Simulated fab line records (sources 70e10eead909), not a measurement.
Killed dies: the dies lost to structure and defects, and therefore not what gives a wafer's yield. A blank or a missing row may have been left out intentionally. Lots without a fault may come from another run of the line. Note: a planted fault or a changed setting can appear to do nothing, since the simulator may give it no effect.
Matching of chambers | flow nand-harc | rie-diel-12 running NHARC_P_BONDPAD_DESCUM_11: 4 sister chambers
The step chemistry O2, time 3 s. 8 wafers are shown with their chamber, then 12 later ones without.

== WAFERS WITH THEIR CHAMBER ==
wafer  | chamber | drypump-motor-current-A (A) | oes-product-au (a.u.)
L084.1 | 0       | 5.6                         | 0.989
L085.3 | 0       | 5.6                         | 0.985
L088.3 | 3       | 5.2                         | 0.997
L088.5 | 2       | 5.7                         | 1.005
L088.6 | 3       | 5.1                         | 0.996
L089.3 | 1       | 4.7                         | 0.981
L089.4 | 2       | 5.7                         | 1.008
L089.6 | 1       | 4.6                         | 0.986

== WAFERS WITHOUT THEIR CHAMBER ==
wafer  | drypump-motor-current-A (A) | oes-product-au (a.u.)
L090.2 | 5.7                         | 0.993
L090.4 | 4.7                         | 0.990
L090.5 | 5.7                         | 1.008
L093.1 | 5.8                         | 1.003
L093.3 | 5.2                         | 0.995
L093.4 | 4.7                         | 0.980
L095.4 | 5.1                         | 0.997
L095.5 | 5.7                         | 1.005
L095.6 | 5.2                         | 1.003
L096.2 | 5.7                         | 1.006
L096.3 | 5.1                         | 0.990
L096.6 | 4.7                         | 0.988

== CHAMBER TAKEN BY EACH ==
wafer  | from the rows above | in truth
L090.2 | 0                   | 0
L090.4 | 1                   | 1
L090.5 | 2                   | 2
L093.1 | 2                   | 2
L093.3 | 3                   | 3
L093.4 | 1                   | 1
L095.4 | 3                   | 3
L095.5 | 2                   | 2
L095.6 | 3                   | 3
L096.2 | 2                   | 2
L096.3 | 3                   | 3
L096.6 | 1                   | 1
12 of 12 placed correctly. Left unplaced by these rows: 0. Wrongly placed: 0.
How it was worked out, from the rows above alone: a wafer's distance from a chamber is the root of the sum, over the readings, of the square of ((its reading less the chamber's mean) divided by the reading's scatter). The wafer belongs to the nearest chamber; if the next one is less than 2 further off, it can't be placed. The mean given for a chamber averages the wafers shown for that chamber. How the scatter is found: for the shown wafers, subtract from each reading the mean of its chamber, square and add these, divide the total by (wafers less chambers), then take the root.
